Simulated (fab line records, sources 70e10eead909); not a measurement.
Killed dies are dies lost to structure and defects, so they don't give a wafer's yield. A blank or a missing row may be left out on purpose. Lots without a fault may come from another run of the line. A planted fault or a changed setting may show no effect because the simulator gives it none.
Chamber matching | flow nand_harc | NHARC_P_M2_PRE_CLEAN_32 on pecvd-03: 3 sister chambers
The step time 12 s. 6 wafers are shown with their chamber, then 11 later ones without.

WAFERS WITH THEIR CHAMBER
wafer  | chamber | heater_power_w (W)
L085.2 | 2       | 530
L085.6 | 0       | 624
L087.2 | 1       | 591
L087.4 | 2       | 562
L087.5 | 1       | 604
L093.3 | 0       | 639

WAFERS WITHOUT THEIR CHAMBER
wafer  | heater_power_w (W)
L093.5 | 672
L093.6 | 556
L094.4 | 638
L094.5 | 594
L094.6 | 579
L095.1 | 520
L095.2 | 573
L095.5 | 556
L096.1 | 539
L096.2 | 526
L096.3 | 590

WHICH CHAMBER EACH WENT THROUGH
wafer  | from the rows above     | in truth
L093.5 | 0                       | 0
L093.6 | 2                       | 2
L094.4 | 0                       | 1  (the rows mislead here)
L094.5 | 1                       | 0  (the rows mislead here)
L094.6 | can't be placed: 1 or 2 | 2
L095.1 | 2                       | 2
L095.2 | can't be placed: 1 or 2 | 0
L095.5 | 2                       | 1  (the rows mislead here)
L096.1 | 2                       | 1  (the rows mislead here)
L096.2 | 2                       | 2
L096.3 | 1                       | 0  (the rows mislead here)
Placed correctly: 4 of 11. Can't be placed from these rows: 2 (the true chamber is among the candidates in 1). Placed wrongly: 5.
How it was worked out, from the rows above alone: a wafer's distance from a chamber is the root of the sum, over the readings, of the square of ((its reading less the chamber's mean) divided by the reading's scatter). The wafer belongs to the nearest chamber; if the next one is less than 2 further off, it can't be placed. A chamber's mean is the mean of its shown wafers. The scatter: the root of (the sum of the squares of (reading less its chamber's mean) over the shown wafers, divided by (wafers less chambers)).
